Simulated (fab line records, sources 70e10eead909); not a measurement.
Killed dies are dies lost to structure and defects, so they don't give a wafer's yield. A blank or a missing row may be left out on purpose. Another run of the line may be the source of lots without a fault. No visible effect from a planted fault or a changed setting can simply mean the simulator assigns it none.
Chamber matching || flow nand-harc || 3 sister chambers for NHARC_A_CONTACT_DEP_24 on pecvd-02
The step deposits SiO2, target thk 500 nm. 18 wafers are shown with their chamber, then 9 later ones without.

== EACH WAFER AND ITS CHAMBER ==
{"wafer": "L075.2", "chamber": 2, "throttle-valve-pct (%)": 16.5, "heater-power-w (W)": 523, "heater-power-outer-w (W)": 250}
{"wafer": "L075.3", "chamber": 0, "throttle-valve-pct (%)": 15.6, "heater-power-w (W)": 445, "heater-power-outer-w (W)": 242}
{"wafer": "L075.5", "chamber": 1, "throttle-valve-pct (%)": 15.3, "heater-power-w (W)": 551, "heater-power-outer-w (W)": 310}
{"wafer": "L074.3", "chamber": 0, "throttle-valve-pct (%)": 15.7, "heater-power-w (W)": 440, "heater-power-outer-w (W)": 241}
{"wafer": "L074.4", "chamber": 0, "throttle-valve-pct (%)": 15.6, "heater-power-w (W)": 449, "heater-power-outer-w (W)": 247}
{"wafer": "L074.5", "chamber": 2, "throttle-valve-pct (%)": 16.6, "heater-power-w (W)": 471, "heater-power-outer-w (W)": 208}
{"wafer": "L079.2", "chamber": 1, "throttle-valve-pct (%)": 15.4, "heater-power-w (W)": 611, "heater-power-outer-w (W)": 336}
{"wafer": "L079.5", "chamber": 1, "throttle-valve-pct (%)": 15.3, "heater-power-w (W)": 458, "heater-power-outer-w (W)": 238}
{"wafer": "L079.6", "chamber": 2, "throttle-valve-pct (%)": 16.7, "heater-power-w (W)": 482, "heater-power-outer-w (W)": 227}
{"wafer": "L081.1", "chamber": 1, "throttle-valve-pct (%)": 15.4, "heater-power-w (W)": 504, "heater-power-outer-w (W)": 261}
{"wafer": "L081.2", "chamber": 2, "throttle-valve-pct (%)": 16.7, "heater-power-w (W)": 507, "heater-power-outer-w (W)": 250}
{"wafer": "L081.4", "chamber": 1, "throttle-valve-pct (%)": 15.5, "heater-power-w (W)": 534, "heater-power-outer-w (W)": 291}
{"wafer": "L088.1", "chamber": 2, "throttle-valve-pct (%)": 16.2, "heater-power-w (W)": 505, "heater-power-outer-w (W)": 234}
{"wafer": "L088.4", "chamber": 1, "throttle-valve-pct (%)": 14.8, "heater-power-w (W)": 457, "heater-power-outer-w (W)": 233}
{"wafer": "L088.6", "chamber": 1, "throttle-valve-pct (%)": 15.1, "heater-power-w (W)": 486, "heater-power-outer-w (W)": 259}
{"wafer": "L087.1", "chamber": 1, "throttle-valve-pct (%)": 14.7, "heater-power-w (W)": 468, "heater-power-outer-w (W)": 253}
{"wafer": "L087.4", "chamber": 1, "throttle-valve-pct (%)": 15.0, "heater-power-w (W)": 526, "heater-power-outer-w (W)": 280}
{"wafer": "L087.6", "chamber": 2, "throttle-valve-pct (%)": 16.5, "heater-power-w (W)": 442, "heater-power-outer-w (W)": 198}

SIGNATURES, as means of the wafers listed above
{"reading": "throttle-valve-pct", "chamber 0": 15.633, "chamber 1": 15.167, "chamber 2": 16.533, "scatter within a chamber": 0.234}
{"reading": "heater-power-w", "chamber 0": 444.67, "chamber 1": 510.56, "chamber 2": 488.33, "scatter within a chamber": 40.8}
{"reading": "heater-power-outer-w", "chamber 0": 243.33, "chamber 1": 273.44, "chamber 2": 227.83, "scatter within a chamber": 27.8}
Rule: a wafer's distance from a chamber is the root of the sum, over the readings, of the square of ((its reading less the chamber's mean) divided by the reading's scatter). The wafer belongs to the nearest chamber; if the next one is less than 2 further off, it can't be placed. The scatter: take each reading less its chamber's mean, square it, sum over the shown wafers, divide by the number of wafers less the number of chambers, and take the root.

== WAFERS WHOSE CHAMBER IS MISSING ==
{"wafer": "L093.2", "throttle-valve-pct (%)": 15.1, "heater-power-w (W)": 599, "heater-power-outer-w (W)": 345}
{"wafer": "L093.4", "throttle-valve-pct (%)": 16.5, "heater-power-w (W)": 501, "heater-power-outer-w (W)": 224}
{"wafer": "L093.5", "throttle-valve-pct (%)": 15.9, "heater-power-w (W)": 452, "heater-power-outer-w (W)": 230}
{"wafer": "L097.1", "throttle-valve-pct (%)": 15.0, "heater-power-w (W)": 482, "heater-power-outer-w (W)": 250}
{"wafer": "L097.2", "throttle-valve-pct (%)": 16.1, "heater-power-w (W)": 496, "heater-power-outer-w (W)": 268}
{"wafer": "L097.5", "throttle-valve-pct (%)": 16.1, "heater-power-w (W)": 518, "heater-power-outer-w (W)": 274}
{"wafer": "L096.1", "throttle-valve-pct (%)": 16.7, "heater-power-w (W)": 518, "heater-power-outer-w (W)": 244}
{"wafer": "L096.3", "throttle-valve-pct (%)": 15.9, "heater-power-w (W)": 498, "heater-power-outer-w (W)": 266}
{"wafer": "L096.6", "throttle-valve-pct (%)": 15.2, "heater-power-w (W)": 461, "heater-power-outer-w (W)": 226}

== WHICH CHAMBER EACH ONE RAN IN ==
{"wafer": "L093.2", "from the rows above": 1, "in truth": 1}
{"wafer": "L093.4", "from the rows above": 2, "in truth": 2}
{"wafer": "L093.5", "from the rows above": "can't be placed: 0 or 2", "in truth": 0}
{"wafer": "L097.1", "from the rows above": "can't be placed: 1 or 0", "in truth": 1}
{"wafer": "L097.2", "from the rows above": "can't be placed: 2 or 0 or 1", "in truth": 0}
{"wafer": "L097.5", "from the rows above": "can't be placed: 2 or 0 or 1", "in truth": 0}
{"wafer": "L096.1", "from the rows above": 2, "in truth": 2}
{"wafer": "L096.3", "from the rows above": "can't be placed: 0 or 2 or 1", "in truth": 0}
{"wafer": "L096.6", "from the rows above": "can't be placed: 0 or 1", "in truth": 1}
Correct placement for 3 of the 9. Not placeable from these rows: 6 (in 6, the candidates include the true chamber). Wrongly placed: 0.
